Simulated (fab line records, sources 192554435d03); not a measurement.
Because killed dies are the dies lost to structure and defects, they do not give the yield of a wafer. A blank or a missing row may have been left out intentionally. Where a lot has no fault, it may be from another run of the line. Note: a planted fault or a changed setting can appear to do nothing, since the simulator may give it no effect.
Which tool is to blame? -- flow n5-finfet -- 24 wafers from 9 lots sampled at 8 of the route's 1938 steps

WHAT EACH GAUGE READ, for each wafer
N5_BEOL_M4_RC_MEAS_101. Usual: DIBL_N 35.9 mV/V, standard deviation 1.3; DIBL_P 35.9 mV/V, standard deviation 1.6; IOFF_N 0.156 nA/um, standard deviation 0.022; IOFF_P 0.205 nA/um, standard deviation 0.023; ION_N 675 uA/um, standard deviation 9; ION_P 463 uA/um, standard deviation 5.6; SS_N 71.4 mV/dec, standard deviation 0.57; SS_P 73.1 mV/dec, standard deviation 0.52; VT_N 249.7 mV, standard deviation 2.8; VT_P -250.2 mV, standard deviation 2.5.
lot,measured,on,DIBL_N (mV/V),DIBL_P (mV/V),IOFF_N (nA/um),IOFF_P (nA/um),ION_N (uA/um),ION_P (uA/um),SS_N (mV/dec),SS_P (mV/dec),VT_N (mV),VT_P (mV),flag
L457,day 8 10:27,prober-02,35.7 34.0 36.6,36.3 33.5 37.3,0.169 0.136 0.185,0.208 0.173 0.220,679 663 680,460 454 463,71.8 71.2 72.8,73.6 72.4 72.9,247.4 252.1 247.1,-251.9 -254.5 -251.7,
L459,day 9 08:05,prober-01,37.7 36.2 37.6,37.3 35.6 38.0,0.194 0.164 0.195,0.240 0.216 0.256,682 675 681,469 465 470,72.6 71.2 71.1,73.0 72.9 73.4,245.2 248.1 243.1,-246.3 -247.6 -247.4,
L461,day 9 13:36,prober-02,34.7 37.3 35.3,35.5 38.2 35.8,0.136 0.170 0.142,0.218 0.266 0.223,673 675 679,467 472 474,71.1 72.1 71.8,72.3 73.3 72.5,249.2 248.7 250.7,-247.6 -243.5 -248.0,
L464,day 10 13:04,prober-02,37.8 37.2 37.6,38.1 36.9 38.3,0.183 0.177 0.184,0.241 0.222 0.236,682 690 684,470 469 469,71.0 71.2 71.0,72.9 73.4 73.7,244.8 247.2 247.3,-247.0 -250.9 -250.2,
L466,day 10 16:58,prober-02,36.5 33.9,36.7 34.2,0.175 0.130,0.234 0.192,696 676,470 469,71.0 71.2,74.0 73.2,247.7 251.0,-250.7 -249.3,
L468,day 11 16:08,prober-02,35.0 35.4,34.1 34.7,0.152 0.160,0.185 0.192,682 683,461 458,71.5 71.3,72.6 72.6,249.4 248.1,-250.4 -252.3,
L469,day 11 18:08,prober-01,34.8 35.3,34.8 35.6,0.137 0.150,0.166 0.176,668 673,456 458,70.6 72.1,72.6 73.9,253.0 250.7,-254.9 -254.0,
L477,day 13 10:26,prober-02,38.9 38.1 37.4,38.9 36.9 36.3,0.200 0.182 0.172,0.240 0.209 0.203,683 680 680,463 460 462,71.4 71.7 71.7,74.7 73.5 73.1,246.9 248.8 250.2,-249.0 -250.7 -252.5,
L476,day 14 02:27,prober-01,34.8 35.9 35.1,33.5 35.1 33.4,0.121 0.141 0.122,0.176 0.204 0.179,667 671 669,466 468 464,71.0 71.4 70.9,72.4 73.3 73.0,252.6 251.9 252.8,-252.6 -248.8 -248.2,

N5_BEOL_M11_INSPECT_30: inspects for defects (brightfield). Usual: raw-defect-count at 471, with a standard deviation of 110.
lot,measured,on,raw-defect-count,flag
L457,day 10 22:47,defect-inspect-01,532 555 363,
L459,day 11 16:37,defect-inspect-02,410 462 412,
L461,day 11 19:14,defect-inspect-02,545 532 510,
L464,day 12 23:16,defect-inspect-02,498 395 407,
L466,day 13 04:16,defect-inspect-02,423 357,
L468,day 14 02:55,defect-inspect-02,508 830,
L469,day 14 03:35,defect-inspect-01,629 626,
L477,day 15 19:22,defect-inspect-02,304 307 343,
L476,day 16 12:31,defect-inspect-01,402 320 365,

N5_BEOL_M11_OCD_MEAS_38. Usual: trench-depth-nm at 148.5 nm, with a standard deviation of 2.
lot,measured,on,trench-depth-nm (nm),flag
L457,day 10 23:19,ocd-02,152.0 148.9 151.9,
L459,day 11 17:10,ocd-02,148.8 148.3 149.3,
L461,day 11 20:04,ocd-02,146.4 146.0 149.8,
L464,day 12 23:58,ocd-01,150.5 150.0 146.6,
L466,day 13 04:47,ocd-02,244.8 238.3,OFF
L468,day 14 03:26,ocd-02,243.2 146.7,OFF
L469,day 14 04:07,ocd-01,244.6 146.3,OFF
L477,day 15 20:02,ocd-02,148.2 144.4 145.4,
L476,day 16 13:03,ocd-02,148.3 146.8 147.3,

N5_BEOL_M11_THK_MEAS_53: measures by xrf. Usual: M11_THK gives 140.6 nm (standard deviation 2.4).
lot,measured,on,M11_THK (nm),flag
L457,day 11 02:28,film-metro-01,145.3 142.3 143.1,
L459,day 11 20:34,film-metro-02,140.0 139.2 139.5,
L461,day 11 22:55,film-metro-01,139.0 138.5 141.2,
L464,day 13 02:57,film-metro-02,144.7 144.3 139.8,
L466,day 13 07:09,film-metro-02,237.0 231.1,OFF
L468,day 14 05:40,film-metro-01,239.2 139.8,OFF
L469,day 14 07:11,film-metro-01,235.7 136.4,OFF
L477,day 15 22:09,film-metro-01,138.5 134.8 134.9,
L476,day 16 17:05,film-metro-02,141.8 140.3 139.1,

N5_BEOL_M11_RS_MEAS_57: the measuring method here is four-point-probe. Usual: M11_RS gives 0.1511 ohm/sq (standard deviation 0.0027).
lot,measured,on,M11_RS (ohm/sq),flag
L457,day 11 02:35,film-metro-01,0.1464 0.1504 0.1485,
L459,day 11 20:42,film-metro-01,0.1506 0.1515 0.1511,
L461,day 11 23:02,film-metro-01,0.1518 0.1520 0.1488,
L464,day 13 03:05,film-metro-02,0.1492 0.1495 0.1538,
L466,day 13 07:17,film-metro-02,0.0864 0.0889,OFF
L468,day 14 05:47,film-metro-02,0.0863 0.1542,OFF
L469,day 14 07:18,film-metro-02,0.0858 0.1543,OFF
L477,day 15 22:17,film-metro-02,0.1526 0.1576 0.1574,
L476,day 16 17:13,film-metro-02,0.1503 0.1524 0.1536,

EACH LOT AND THE TOOL THAT RAN IT (in order: tool; ch and the chambers of the sampled wafers; start)
lot,N5_BEOL_M11_STRIP_36,N5_BEOL_M11_TRENCH_ETCH_37,N5_BEOL_M11_ANNEAL_51
L457,"rie-diel-06 ch 0,3, day 10 23:05","rie-diel-06 ch 0,3, day 10 23:08","rtp-anneal-02 ch 0, day 11 01:52"
L459,"rie-diel-01 ch 0,3, day 11 16:56","rie-diel-01 ch 0,3, day 11 16:58","rtp-anneal-02 ch 0, day 11 20:01"
L461,"rie-diel-02 ch 0,1,3, day 11 19:50","rie-diel-02 ch 0,1,3, day 11 19:53","rtp-anneal-02 ch 0, day 11 22:25"
L464,"rie-diel-02 ch 1,2,3, day 12 23:46","rie-diel-02 ch 1,2,3, day 12 23:48","rtp-anneal-02 ch 0, day 13 02:29"
L466,"rie-diel-02 ch 1,3, day 13 04:34","rie-diel-02 ch 1,3, day 13 04:37","rtp-anneal-02 ch 0, day 13 06:34"
L468,"rie-diel-02 ch 2,3, day 14 03:13","rie-diel-02 ch 2,3, day 14 03:16","rtp-anneal-01 ch 0, day 14 05:04"
L469,"rie-diel-02 ch 1,3, day 14 03:53","rie-diel-02 ch 1,3, day 14 03:56","rtp-anneal-01 ch 0, day 14 06:35"
L477,"rie-diel-01 ch 1,3, day 15 19:49","rie-diel-01 ch 1,3, day 15 19:51","rtp-anneal-01 ch 0, day 15 21:37"
L476,"rie-diel-06 ch 1,2,3, day 16 12:50","rie-diel-06 ch 1,2,3, day 16 12:52","rtp-anneal-01 ch 0, day 16 16:35"
- N5_BEOL_M11_STRIP_36: strips in N2/H2.
- N5_BEOL_M11_TRENCH_ETCH_37: etches SiCOH lowk in C4F6/O2, target depth 148.83 nm, time 48 s.
- N5_BEOL_M11_ANNEAL_51: time 90 s.

AS READ BY THE TOOLS THEMSELVES (means over the sampled wafers that have a number; for cases with no such wafer, the mark the record gives instead)
N5_BEOL_M11_STRIP_36. Usual: drypump-motor-current-A 5.7 A, standard deviation 0.5; oes-product-au 0.81 a.u., standard deviation 0.092; rf-vpp-V 58.9 V, standard deviation 1.6; showerhead-plenum-p-Torr 2.51 Torr, standard deviation 0.078; throttle-valve-pct 23.53 %, standard deviation 0.24.
lot,tool,drypump-motor-current-A (A),oes-product-au (a.u.),rf-vpp-V (V),showerhead-plenum-p-Torr (Torr),throttle-valve-pct (%),flag
L457,rie-diel-06,5.8,0.89,59.9,2.47,23.28,
L459,rie-diel-01,5.1,0.78,58.4,2.51,23.66,
L461,rie-diel-02,5.9,0.76,59.0,2.53,23.57,
L464,rie-diel-02,5.9,0.82,58.7,2.52,23.58,
L466,rie-diel-02,5.8,0.79,58.7,2.54,23.55,
L468,rie-diel-02,5.8,0.77,60.9,2.54,23.73,
L469,rie-diel-02,5.8,0.78,58.5,2.54,23.59,
L477,rie-diel-01,5.1,0.74,57.3,2.43,23.45,
L476,rie-diel-06,6.1,0.84,59.7,2.53,23.49,

N5_BEOL_M11_TRENCH_ETCH_37. Usual: drypump-motor-current-A 5.7 A, standard deviation 0.49; mfc-ar-sccm 300.1 sccm, standard deviation 0.85; oes-product-au 0.81 a.u., standard deviation 0.09; rf-vpp-V 664 V, standard deviation 8.1; showerhead-plenum-p-Torr 2.81 Torr, standard deviation 0.086; throttle-valve-pct 20.81 %, standard deviation 0.18.
lot,tool,drypump-motor-current-A (A),mfc-ar-sccm (sccm),oes-product-au (a.u.),rf-vpp-V (V),showerhead-plenum-p-Torr (Torr),throttle-valve-pct (%),flag
L457,rie-diel-06,5.8,300.7,0.88,659,2.78,20.66,
L459,rie-diel-01,5.1,299.4,0.77,669,2.81,20.84,
L461,rie-diel-02,5.9,299.9,0.76,661,2.84,20.95,
L464,rie-diel-02,5.9,300.6,0.82,662,2.82,20.91,
L466,rie-diel-02,5.8,299.4,1.09,662,2.85,21.05,OFF
L468,rie-diel-02,5.8,301.0,0.93,662,2.83,20.98,
L469,rie-diel-02,5.8,299.6,0.95,662,2.85,20.99,
L477,rie-diel-01,5.1,300.4,0.74,661,2.71,20.69,
L476,rie-diel-06,6.1,300.5,0.83,668,2.84,20.71,

N5_BEOL_M11_ANNEAL_51. Usual: wafer_temp_C_max at 226.1, with a standard deviation of 0.39.
lot,tool,wafer_temp_C_max,flag
L457,rtp-anneal-02,226.0,
L459,rtp-anneal-02,226.2,
L461,rtp-anneal-02,226.4,
L464,rtp-anneal-02,226.3,
L466,rtp-anneal-02,226.4,
L468,rtp-anneal-01,225.6,
L469,rtp-anneal-01,225.7,
L477,rtp-anneal-01,225.4,
L476,rtp-anneal-01,225.9,

THE ANSWER, worked out from the rows above alone
Rule: take the mean of a lot's wafers that have a number; if it is more than 3 standard deviations from the usual mean, the lot is off. A lot without any number at a reading at which 4 lots or more have one is off too. All remaining lots with rows at the step are treated as sound. The gauges are gone through in route order, then the tools' own readings, and for those a lot's mean is taken as printed above. The first step at which some lot is off is used, and at that step the reading that is off furthest; a lot without a number counts as furthest.
Off, at N5_BEOL_M11_OCD_MEAS_38 on trench-depth-nm: L466, L468, L469.
If a tool, at a process step before that reading, ran all the lots that are off and no sound lot after the first of them, it fits. The gauges at N5_BEOL_M11_OCD_MEAS_38 aren't tried: what is off there is off at N5_BEOL_M11_THK_MEAS_53 too, on other tools, and a gauge's error can't cause that. One candidate fits, namely rie-diel-02 at N5_BEOL_M11_STRIP_36 and N5_BEOL_M11_TRENCH_ETCH_37. At N5_BEOL_M11_STRIP_36 its last sound lot is L464 (day 12 23:46), its first lot that is off L466 (day 13 04:34): a fault that began between those two fits.

WHAT THE SIMULATOR PUT IN
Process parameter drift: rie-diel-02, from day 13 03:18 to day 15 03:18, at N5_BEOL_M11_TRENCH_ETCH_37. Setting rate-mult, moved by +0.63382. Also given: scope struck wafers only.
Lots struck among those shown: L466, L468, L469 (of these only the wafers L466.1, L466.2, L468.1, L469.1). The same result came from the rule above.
